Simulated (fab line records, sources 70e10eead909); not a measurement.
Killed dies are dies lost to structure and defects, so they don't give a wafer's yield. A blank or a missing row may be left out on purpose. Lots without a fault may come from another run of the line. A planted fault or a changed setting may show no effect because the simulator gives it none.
A struck lot beside a sound one | flow nand_harc | 24 steps out of a route of 1302
Sound: wafers L508.1, L508.3, L508.5. Struck: wafers L525.1, L525.2, L525.5. The cause comes at the end.
At each step with rows: each side's tool, then ch and its chambers, then its first start. Under that, the readings that differ: sound wafers | struck wafers | difference of the means | sigmas: that difference in standard deviations of wafers without a fault.
alike: readings whose means differ by less than 2 such deviations, and words and numbers that are the same on both sides. not compared: withheld readings, readings that some wafer has no value for, bounds like >300 that may hide the same value, and numbers for which the record gives no deviation and whose values overlap.
The two part at a step that has a row with sigmas, a row that says differs or no value, or rows on one side only. Numbers that don't overlap but have no deviation are shown without sigmas and don't part them. A reading that every wafer of one side lacks parts them only if that side has two wafers or more.

first, 12 steps without rows for these wafers: NHARC_P_STI_ETCH_26 (etches SiO2 in dHF, target depth 11 nm); NHARC_P_STI_PRECLEAN_27 (cleans in SC1); NHARC_P_STI_SRD_28; NHARC_P_STI_OXIDE_29 (material SiO2, target thk 10 nm, ox time 1362 s); NHARC_P_STI_HM_DEP_30 (deposits Si3N4, target thk 80 nm, time 873 s); NHARC_P_STI_DEHYDRATE_01 (time 120 s); NHARC_P_STI_HMDS_02 (time 30 s); NHARC_P_STI_COAT_41 (time 65 s); NHARC_P_STI_COAT_03 (resist thk 600 nm); NHARC_P_STI_SOFTBAKE_04 (time 70 s); NHARC_P_STI_EBR_05; NHARC_P_STI_EXPOSE_06 (exposes mask P STI, target cd 200 nm).
NHARC_P_STI_PEB_07: peb time 80 s.
  sound on litho_track-07 ch 0, day 3 09:42; struck on litho_track-07 ch 0, day 10 10:25
  reading                  | sound                | struck               | difference | sigmas
  heater_power_total_W (W) | 188.5 188.9 190.6    | 197.2 196.0 197.7    | +7.6       | +10
  plate_temp_C (C)         | 127.90 127.95 127.78 | 131.76 131.48 131.74 | +3.78      | +27
then, 1 step without rows for these wafers: NHARC_P_STI_DEVELOP_08 (time 50 s).
NHARC_P_STI_CD_MEAS_09: target cd 200 nm.
  sound on cd_sem-02 ch 0, day 3 09:47; struck on cd_sem-03 ch 0
  reading    | sound             | struck            | difference | sigmas
  cd_nm (nm) | 201.7 202.5 201.4 | 224.8 223.2 224.3 | +22.2      | +12
  not compared: hold
NHARC_P_STI_OVL_MEAS_10:
  sound on overlay-02, day 3 09:53; struck on overlay-01, day 10 14:23
  reading | sound | struck                                                                     | difference                   | sigmas
  hold    | - - - | await_dispo/3.6h/release await_dispo/3.6h/release await_dispo/3.6h/release | no value on the sound wafers |
  alike: overlay_x_nm, overlay_y_nm
NHARC_P_STI_INSPECT_11:
  sound on defect_inspect-01, day 3 09:55; struck on defect_inspect-01, day 10 14:25
  reading          | sound    | struck | difference | sigmas
  raw_defect_count | 10 11 12 | 2 5 7  | -6         | -2
then, 1 step without rows for these wafers: NHARC_P_STI_HARDBAKE_13 (time 65 s).
NHARC_P_STI_DESCUM_14: chemistry O2, time 3 s.
  sound on rie_diel-10 ch 0,1,3, day 3 10:04; struck on rie_diel-13 ch 1,3, day 10 14:34
  reading                | sound             | struck            | difference | sigmas
  model.P_STI.cd_nm (nm) | 201.2 202.1 201.7 | 224.9 223.6 224.4 | +22.6      |
  alike: drypump_motor_current_A, oes_product_au, rf_vpp_V, showerhead_plenum_p_Torr, throttle_valve_pct
  not compared: rf_hours_counter_h
NHARC_P_STI_ETCH_42: etches the open film in N2/H2, target depth 80 nm, overetch 24 nm, time 61 s.
  sound on rie_diel-10 ch 1,2, day 3 10:08; struck on rie_diel-13 ch 2,3, day 10 14:39
  alike: drypump_motor_current_A, oes_product_au, rf_vpp_V, showerhead_plenum_p_Torr, throttle_valve_pct
  not compared: rf_hours_counter_h
NHARC_P_STI_ETCH_31: etches the open film in CF4/CHF3, target depth 108.9 nm, time 54.5 s.
  sound on rie_diel-10 ch 0,3; struck on rie_diel-13 ch 0,3
  reading               | sound             | struck            | difference | sigmas
  oes_product_au (a.u.) | 0.984 0.972 0.985 | 0.940 0.931 0.935 | -0.045     | -3
  alike: drypump_motor_current_A, rf_vpp_V, showerhead_plenum_p_Torr, throttle_valve_pct
  not compared: rf_hours_counter_h
NHARC_P_STI_ETCH_15: etches the open film in HBr/Cl2, target depth 300 nm, time 100.1 s.
  sound on rie_si-06 ch 0,1,3, day 3 10:19; struck on rie_si-05 ch 0,2,3, day 10 14:52
  reading                | sound             | struck          | difference | sigmas
  model.P_STI.cd_nm (nm) | 200.1 201.6 200.6 | 223.6 223 224.6 | +23.0      |
  alike: drypump_motor_current_A, oes_product_au, throttle_valve_pct
  not compared: rf_hours_counter_h
NHARC_P_STI_CD_MEAS_16:
  sound on cd_sem-03, day 3 10:29; struck on cd_sem-03, day 10 15:11
  reading    | sound             | struck            | difference | sigmas
  cd_nm (nm) | 200.1 201.6 200.8 | 223.7 223.0 224.4 | +22.9      | +13
  not compared: hold
NHARC_P_STI_OCD_MEAS_17:
  sound on ocd-02, day 3 10:34; struck on ocd-01, day 10 18:44
  reading                | sound             | struck            | difference | sigmas
  trench_foot_cd_nm (nm) | 158.6 159.8 158.9 | 183.0 181.6 181.7 | +23.0      | +13
  alike: trench_depth_nm
  not compared: hold

WHERE THEY PART
First at NHARC_P_STI_PEB_07; last, within this record, at NHARC_P_STI_OCD_MEAS_17.

WHY: what the simulator had put in
Process parameter drift: litho_track-07, from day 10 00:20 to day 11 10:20, at NHARC_P_STI_PEB_07. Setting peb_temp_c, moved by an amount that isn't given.
